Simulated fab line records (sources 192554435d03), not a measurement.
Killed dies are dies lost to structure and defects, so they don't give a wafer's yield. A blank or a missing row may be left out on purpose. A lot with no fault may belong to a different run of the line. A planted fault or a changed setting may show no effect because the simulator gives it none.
A single fault, viewed from 2 desks :: flow n5Finfet :: what lay behind the numbers comes last; until then each desk has only its own

## METROLOGY DESK
Means of the sampled wafers that have a number, per lot and without regard to the tool the lot ran on: this is what the gauges read. Marked OUT: a lot whose mean sits more than 4 standard deviations from the usual mean, which makes it out of limits; the brackets give that distance.
Columns: A = cdNm at N5_PASSIVATION_CD_MEAS_10, usual 3000.3 nm
lot: L337
first seen here: day 10 21:16
A: 3002.7

lot: L340
first seen here: day 11 21:03
A: 3000.8

lot: L338
first seen here: day 12 13:13
A: 2999.8

lot: L339
first seen here: day 13 03:19
A: 3000.5

lot: L342
first seen here: day 13 15:00
A: 2998.4

lot: L347
first seen here: day 14 18:29
A: 3000.1

lot: L348
first seen here: day 14 22:27
A: 3001.3

lot: L350
first seen here: day 15 17:07
A: 2998.2

lot: L354
first seen here: day 16 17:10
A: 3000.1

lot: L357
first seen here: day 17 06:14
A: 3002.0

lot: L359
first seen here: day 17 19:36
A: 2997.3
Finding of this desk: none of the 11 lots has anything out of limits.

## FOR THE TOOL OWNER'S DESK: aldMetal-03
The tool's own readings at N5_BEOL_M7_ALD_77 (deposits TaN, target thk 2 nm, pulse time 2 s, purge time 3 s): means of the sampled wafers that have a number, for each lot that ran on this tool. Marked OUT: a lot whose mean sits more than 4 standard deviations from the usual mean, which makes it out of limits; the brackets give that distance.
Columns: A = heaterPowerW at N5_BEOL_M7_ALD_77, usual 426 W; B = precursorVesselTempC at N5_BEOL_M7_ALD_77, usual 74.98 C
lot: L337
first seen here: day 8 10:50
A: 376
B: 74.87

lot: L338
first seen here: day 9 19:55
A: 412
B: 74.93

lot: L339
first seen here: day 10 06:17
A: 416
B: 75.04

lot: L347
first seen here: day 11 20:26
A: 387
B: 74.91

lot: L348
first seen here: day 11 22:12
A: 422
B: 74.86

lot: L359
first seen here: day 14 16:40
A: 381
B: 75.08
Finding of this desk: none of the 6 lots has anything out of limits.

## BROUGHT TOGETHER
From the metrology desk's view, nothing was out of limits.
Nothing out of limits was seen by the tool owner's desk.

## WHAT THE SIMULATOR HAD INSERTED
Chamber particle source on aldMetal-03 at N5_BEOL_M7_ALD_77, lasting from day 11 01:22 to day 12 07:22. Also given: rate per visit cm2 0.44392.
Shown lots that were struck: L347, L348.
